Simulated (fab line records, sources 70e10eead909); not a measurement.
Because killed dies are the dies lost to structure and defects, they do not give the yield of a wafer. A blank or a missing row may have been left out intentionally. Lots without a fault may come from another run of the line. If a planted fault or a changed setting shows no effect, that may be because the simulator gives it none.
What tool caused it? / flow nand harc / 11 lots, 33 wafers sampled, at 4 steps of a route of 1302

WHAT EACH GAUGE READ, for each wafer
The record lacks any reading of a measuring or inspecting step that a usual standard deviation could be used to judge.

TOOL THAT RAN EACH LOT (tool first, then ch and the chambers of the sampled wafers, then the start)
lot=L546; NHARC_P_ZERO_WELL_PECVD_02=pecvd-04 ch 0,1,2, day 3 02:29; NHARC_P_ZERO_WELL_ETCH_62=rie diel-01 ch 0,2, day 3 04:44 or earlier; NHARC_P_ZERO_WELL_DESCUM_26=rie diel-01 ch 0,3, day 3 04:44; NHARC_P_GATE_ETCH_104=rie diel-06 ch 0,2,3, day 6 02:11
lot=L547; NHARC_P_ZERO_WELL_PECVD_02=pecvd-03 ch 0,2, day 3 12:26; NHARC_P_ZERO_WELL_ETCH_62=rie diel-10 ch 0,2,3, day 3 14:37 or earlier; NHARC_P_ZERO_WELL_DESCUM_26=rie diel-08 ch 2,3, day 3 14:37; NHARC_P_GATE_ETCH_104=rie diel-06 ch 1,2, day 6 20:12
lot=L548; NHARC_P_ZERO_WELL_PECVD_02=pecvd-04 ch 0,1,2, day 3 22:26; NHARC_P_ZERO_WELL_ETCH_62=rie diel-08 ch 0,1,3, day 4 01:05 or earlier; NHARC_P_ZERO_WELL_DESCUM_26=rie diel-08 ch 0,2,3, day 4 01:05; NHARC_P_GATE_ETCH_104=rie diel-07 ch 0,2,3, day 7 00:34
lot=L549; NHARC_P_ZERO_WELL_PECVD_02=pecvd-04 ch 0,2, day 4 08:27; NHARC_P_ZERO_WELL_ETCH_62=rie diel-10 ch 1,3, day 4 10:46 or earlier; NHARC_P_ZERO_WELL_DESCUM_26=rie diel-08 ch 1,2, day 4 10:46; NHARC_P_GATE_ETCH_104=rie diel-07 ch 0,2,3, day 7 14:47
lot=L551; NHARC_P_ZERO_WELL_PECVD_02=pecvd-03 ch 0,1,2, day 5 04:26; NHARC_P_ZERO_WELL_ETCH_62=rie diel-10 ch 1,2,3, day 5 06:44 or earlier; NHARC_P_ZERO_WELL_DESCUM_26=rie diel-10 ch 0,1, day 5 06:44; NHARC_P_GATE_ETCH_104=rie diel-07 ch 1,2,3, day 8 08:57
lot=L552; NHARC_P_ZERO_WELL_PECVD_02=pecvd-04 ch 1,2, day 5 14:26; NHARC_P_ZERO_WELL_ETCH_62=rie diel-10 ch 0,1,3, day 5 16:38 or earlier; NHARC_P_ZERO_WELL_DESCUM_26=rie diel-08 ch 0,1,3, day 5 16:38; NHARC_P_GATE_ETCH_104=rie diel-11 ch 1,2,3, day 8 15:23
lot=L555; NHARC_P_ZERO_WELL_PECVD_02=pecvd-03 ch 0,2, day 6 20:32; NHARC_P_ZERO_WELL_ETCH_62=rie diel-08 ch 0,3, day 6 22:49 or earlier; NHARC_P_ZERO_WELL_DESCUM_26=rie diel-08 ch 1,2, day 6 22:49; NHARC_P_GATE_ETCH_104=rie diel-11 ch 0,1,3, day 10 02:58
lot=L556; NHARC_P_ZERO_WELL_PECVD_02=pecvd-03 ch 0,1,2, day 7 06:29; NHARC_P_ZERO_WELL_ETCH_62=rie diel-08 ch 0,1, day 7 09:08 or earlier; NHARC_P_ZERO_WELL_DESCUM_26=rie diel-10 ch 0,1,3, day 7 09:08; NHARC_P_GATE_ETCH_104=rie diel-11 ch 0,3, day 10 12:32
lot=L560; NHARC_P_ZERO_WELL_PECVD_02=pecvd-04 ch 0,2, day 8 22:26; NHARC_P_ZERO_WELL_ETCH_62=rie diel-10 ch 1,2,3, day 9 00:42 or earlier; NHARC_P_ZERO_WELL_DESCUM_26=rie diel-01 ch 1,2,3, day 9 00:42; NHARC_P_GATE_ETCH_104=rie diel-11 ch 1,2,3, day 12 01:37
lot=L561; NHARC_P_ZERO_WELL_PECVD_02=pecvd-03 ch 0,2, day 9 08:27; NHARC_P_ZERO_WELL_ETCH_62=rie diel-01 ch 0,2,3, day 9 11:07 or earlier; NHARC_P_ZERO_WELL_DESCUM_26=rie diel-08 ch 1,2,3, day 9 11:07; NHARC_P_GATE_ETCH_104=rie diel-07 ch 0,2,3, day 12 15:44
lot=L566; NHARC_P_ZERO_WELL_PECVD_02=pecvd-03 ch 0,1,2, day 11 10:27; NHARC_P_ZERO_WELL_ETCH_62=rie diel-08 ch 0,1,3, day 11 12:39 or earlier; NHARC_P_ZERO_WELL_DESCUM_26=rie diel-01 ch 0,1,2, day 11 12:39; NHARC_P_GATE_ETCH_104=rie diel-11 ch 0,1,3, day 14 09:55
- NHARC_P_ZERO_WELL_PECVD_02: deposits SiO2, target thk 10 nm.
- NHARC_P_ZERO_WELL_ETCH_62: etches the open film in CHF3/Ar, target depth 13 nm, time 6.5 s.
- NHARC_P_ZERO_WELL_DESCUM_26: chemistry O2, time 3 s.
- NHARC_P_GATE_ETCH_104: etches the open film in CF4/CHF3, target depth 60 nm.

AS READ BY THE TOOLS THEMSELVES (means over the sampled wafers that have a number; for cases with no such wafer, the mark the record gives instead)
NHARC_P_ZERO_WELL_PECVD_02.
lot=L546; tool=pecvd-04; chamber pressure Torr (Torr)=6.501
lot=L547; tool=pecvd-03; chamber pressure Torr (Torr)=6.503
lot=L548; tool=pecvd-04; chamber pressure Torr (Torr)=6.501
lot=L549; tool=pecvd-04; chamber pressure Torr (Torr)=6.503
lot=L551; tool=pecvd-03; chamber pressure Torr (Torr)=6.498
lot=L552; tool=pecvd-04; chamber pressure Torr (Torr)=6.491
lot=L555; tool=pecvd-03; chamber pressure Torr (Torr)=6.510
lot=L556; tool=pecvd-03; chamber pressure Torr (Torr)=6.505
lot=L560; tool=pecvd-04; chamber pressure Torr (Torr)=-
lot=L561; tool=pecvd-03; chamber pressure Torr (Torr)=-
lot=L566; tool=pecvd-03; chamber pressure Torr (Torr)=6.496

NHARC_P_ZERO_WELL_ETCH_62.
lot=L546; tool=rie diel-01; drypump motor current A (A)=5.67; mfc ar sccm (sccm)=199.8; oes product au (a.u.)=0.966; rf vpp V (V)=370.2; showerhead plenum p Torr (Torr)=2.32; throttle valve pct (%)=20.211
lot=L547; tool=rie diel-10; drypump motor current A (A)=5.67; mfc ar sccm (sccm)=199.3; oes product au (a.u.)=0.984; rf vpp V (V)=372.3; showerhead plenum p Torr (Torr)=2.38; throttle valve pct (%)=20.227
lot=L548; tool=rie diel-08; drypump motor current A (A)=5.74; mfc ar sccm (sccm)=200.4; oes product au (a.u.)=0.924; rf vpp V (V)=368.9; showerhead plenum p Torr (Torr)=2.25; throttle valve pct (%)=20.225
lot=L549; tool=rie diel-10; drypump motor current A (A)=5.86; mfc ar sccm (sccm)=199.9; oes product au (a.u.)=0.948; rf vpp V (V)=369.8; showerhead plenum p Torr (Torr)=2.33; throttle valve pct (%)=20.215
lot=L551; tool=rie diel-10; drypump motor current A (A)=5.61; mfc ar sccm (sccm)=200.2; oes product au (a.u.)=0.963; rf vpp V (V)=370.1; showerhead plenum p Torr (Torr)=2.33; throttle valve pct (%)=20.217
lot=L552; tool=rie diel-10; drypump motor current A (A)=5.83; mfc ar sccm (sccm)=199.8; oes product au (a.u.)=0.965; rf vpp V (V)=369.5; showerhead plenum p Torr (Torr)=2.31; throttle valve pct (%)=20.224
lot=L555; tool=rie diel-08; drypump motor current A (A)=5.83; mfc ar sccm (sccm)=200.6; oes product au (a.u.)=0.952; rf vpp V (V)=369.2; showerhead plenum p Torr (Torr)=2.25; throttle valve pct (%)=20.225
lot=L556; tool=rie diel-08; drypump motor current A (A)=5.67; mfc ar sccm (sccm)=200.3; oes product au (a.u.)=0.947; rf vpp V (V)=366.9; showerhead plenum p Torr (Torr)=2.20; throttle valve pct (%)=20.217
lot=L560; tool=rie diel-10; drypump motor current A (A)=5.60; mfc ar sccm (sccm)=199.7; oes product au (a.u.)=0.973; rf vpp V (V)=369.4; showerhead plenum p Torr (Torr)=2.32; throttle valve pct (%)=20.216
lot=L561; tool=rie diel-01; drypump motor current A (A)=5.75; mfc ar sccm (sccm)=200.8; oes product au (a.u.)=0.937; rf vpp V (V)=369.6; showerhead plenum p Torr (Torr)=2.29; throttle valve pct (%)=20.226
lot=L566; tool=rie diel-08; drypump motor current A (A)=5.73; mfc ar sccm (sccm)=200.2; oes product au (a.u.)=0.957; rf vpp V (V)=370.7; showerhead plenum p Torr (Torr)=2.34; throttle valve pct (%)=20.219

NHARC_P_ZERO_WELL_DESCUM_26.
lot=L546; tool=rie diel-01; drypump motor current A (A)=5.59; mfc ar sccm (sccm)=0.020; o2 flow sccm (sccm)=200.4; oes product au (a.u.)=1.011; rf vpp V (V)=57.4; showerhead plenum p Torr (Torr)=1.89; throttle valve pct (%)=11.307
lot=L547; tool=rie diel-08; drypump motor current A (A)=5.90; mfc ar sccm (sccm)=0.019; o2 flow sccm (sccm)=199.8; oes product au (a.u.)=0.993; rf vpp V (V)=57.1; showerhead plenum p Torr (Torr)=1.88; throttle valve pct (%)=11.309
lot=L548; tool=rie diel-08; drypump motor current A (A)=5.83; mfc ar sccm (sccm)=0.013; o2 flow sccm (sccm)=200.1; oes product au (a.u.)=1.002; rf vpp V (V)=57.5; showerhead plenum p Torr (Torr)=1.85; throttle valve pct (%)=11.306
lot=L549; tool=rie diel-08; drypump motor current A (A)=5.60; mfc ar sccm (sccm)=0.024; o2 flow sccm (sccm)=200.2; oes product au (a.u.)=0.997; rf vpp V (V)=57.1; showerhead plenum p Torr (Torr)=1.80; throttle valve pct (%)=11.313
lot=L551; tool=rie diel-10; drypump motor current A (A)=5.66; mfc ar sccm (sccm)=0.011; o2 flow sccm (sccm)=199.9; oes product au (a.u.)=1.007; rf vpp V (V)=57.3; showerhead plenum p Torr (Torr)=1.84; throttle valve pct (%)=11.321
lot=L552; tool=rie diel-08; drypump motor current A (A)=5.71; mfc ar sccm (sccm)=0.015; o2 flow sccm (sccm)=200.1; oes product au (a.u.)=1.001; rf vpp V (V)=57.9; showerhead plenum p Torr (Torr)=1.82; throttle valve pct (%)=11.313
lot=L555; tool=rie diel-08; drypump motor current A (A)=5.73; mfc ar sccm (sccm)=0.022; o2 flow sccm (sccm)=200.3; oes product au (a.u.)=1.004; rf vpp V (V)=57.2; showerhead plenum p Torr (Torr)=1.82; throttle valve pct (%)=11.312
lot=L556; tool=rie diel-10; drypump motor current A (A)=5.81; mfc ar sccm (sccm)=0.017; o2 flow sccm (sccm)=200.0; oes product au (a.u.)=0.997; rf vpp V (V)=57.4; showerhead plenum p Torr (Torr)=1.88; throttle valve pct (%)=11.296
lot=L560; tool=rie diel-01; drypump motor current A (A)=5.96; mfc ar sccm (sccm)=0.016; o2 flow sccm (sccm)=199.9; oes product au (a.u.)=1.002; rf vpp V (V)=57.8; showerhead plenum p Torr (Torr)=1.87; throttle valve pct (%)=11.305
lot=L561; tool=rie diel-08; drypump motor current A (A)=5.76; mfc ar sccm (sccm)=0.022; o2 flow sccm (sccm)=200.3; oes product au (a.u.)=1.001; rf vpp V (V)=58.6; showerhead plenum p Torr (Torr)=1.93; throttle valve pct (%)=11.310
lot=L566; tool=rie diel-01; drypump motor current A (A)=5.88; mfc ar sccm (sccm)=0.010; o2 flow sccm (sccm)=199.8; oes product au (a.u.)=1.004; rf vpp V (V)=57.7; showerhead plenum p Torr (Torr)=1.88; throttle valve pct (%)=11.307

NHARC_P_GATE_ETCH_104.
lot=L546; tool=rie diel-06; drypump motor current A (A)=5.9; mfc ar sccm (sccm)=0.009; oes product au (a.u.)=0.918; rf vpp V (V)=369.7; showerhead plenum p Torr (Torr)=1.55; throttle valve pct (%)=16.798
lot=L547; tool=rie diel-06; drypump motor current A (A)=5.5; mfc ar sccm (sccm)=0.008; oes product au (a.u.)=0.977; rf vpp V (V)=369.2; showerhead plenum p Torr (Torr)=1.52; throttle valve pct (%)=16.808
lot=L548; tool=rie diel-07; drypump motor current A (A)=6.0; mfc ar sccm (sccm)=0.000; oes product au (a.u.)=0.935; rf vpp V (V)=370.7; showerhead plenum p Torr (Torr)=1.61; throttle valve pct (%)=16.800
lot=L549; tool=rie diel-07; drypump motor current A (A)=6.0; mfc ar sccm (sccm)=0.000; oes product au (a.u.)=0.923; rf vpp V (V)=372.1; showerhead plenum p Torr (Torr)=1.61; throttle valve pct (%)=16.802
lot=L551; tool=rie diel-07; drypump motor current A (A)=5.7; mfc ar sccm (sccm)=0.000; oes product au (a.u.)=0.925; rf vpp V (V)=369.4; showerhead plenum p Torr (Torr)=1.56; throttle valve pct (%)=16.805
lot=L552; tool=rie diel-11; drypump motor current A (A)=5.6; mfc ar sccm (sccm)=0.009; oes product au (a.u.)=0.923; rf vpp V (V)=369.7; showerhead plenum p Torr (Torr)=1.53; throttle valve pct (%)=16.802
lot=L555; tool=rie diel-11; drypump motor current A (A)=5.5; mfc ar sccm (sccm)=0.011; oes product au (a.u.)=0.913; rf vpp V (V)=368.3; showerhead plenum p Torr (Torr)=1.52; throttle valve pct (%)=16.799
lot=L556; tool=rie diel-11; drypump motor current A (A)=5.6; mfc ar sccm (sccm)=0.011; oes product au (a.u.)=0.957; rf vpp V (V)=367.5; showerhead plenum p Torr (Torr)=1.49; throttle valve pct (%)=16.797
lot=L560; tool=rie diel-11; drypump motor current A (A)=5.6; mfc ar sccm (sccm)=0.009; oes product au (a.u.)=0.963; rf vpp V (V)=369.0; showerhead plenum p Torr (Torr)=1.53; throttle valve pct (%)=16.798
lot=L561; tool=rie diel-07; drypump motor current A (A)=6.1; mfc ar sccm (sccm)=0.000; oes product au (a.u.)=0.922; rf vpp V (V)=371.6; showerhead plenum p Torr (Torr)=1.60; throttle valve pct (%)=16.797
lot=L566; tool=rie diel-11; drypump motor current A (A)=5.5; mfc ar sccm (sccm)=0.011; oes product au (a.u.)=0.928; rf vpp V (V)=369.0; showerhead plenum p Torr (Torr)=1.52; throttle valve pct (%)=16.793

THE ANSWER, worked out from the rows above alone
Rule: the lots themselves supply what counts as usual. The widest of any qualifying gaps counts: lots, ordered by their means at a reading, are off when they make up no more than a third of the lots, leave a main group of 4 or more, and stand apart from it by 3 or more times the standard deviation of that group's means. A main group is skipped when, at the precision printed for the reading in the tables above, its means are all equal. Also off: a lot with no number at a reading for which 4 or more lots have one. Any other lot the step has rows for is counted as sound. First the gauges in route order, then the tools' own readings, where a lot's mean is used as printed above. The first step at which some lot is off is used, and at that step the reading that is off furthest; a lot without a number counts as furthest.
Off at NHARC_P_ZERO_WELL_PECVD_02 (chamber pressure Torr): L560, L561. Without a number there: L560, L561. Mean 6.501 Torr and standard deviation 0.0052 in the main group.
A tool fits if, at that step or a process step before it, it ran every lot that is off, and no sound lot after the first of them. Of those tried, none fits.

WHAT WAS PUT IN BY THE SIMULATOR
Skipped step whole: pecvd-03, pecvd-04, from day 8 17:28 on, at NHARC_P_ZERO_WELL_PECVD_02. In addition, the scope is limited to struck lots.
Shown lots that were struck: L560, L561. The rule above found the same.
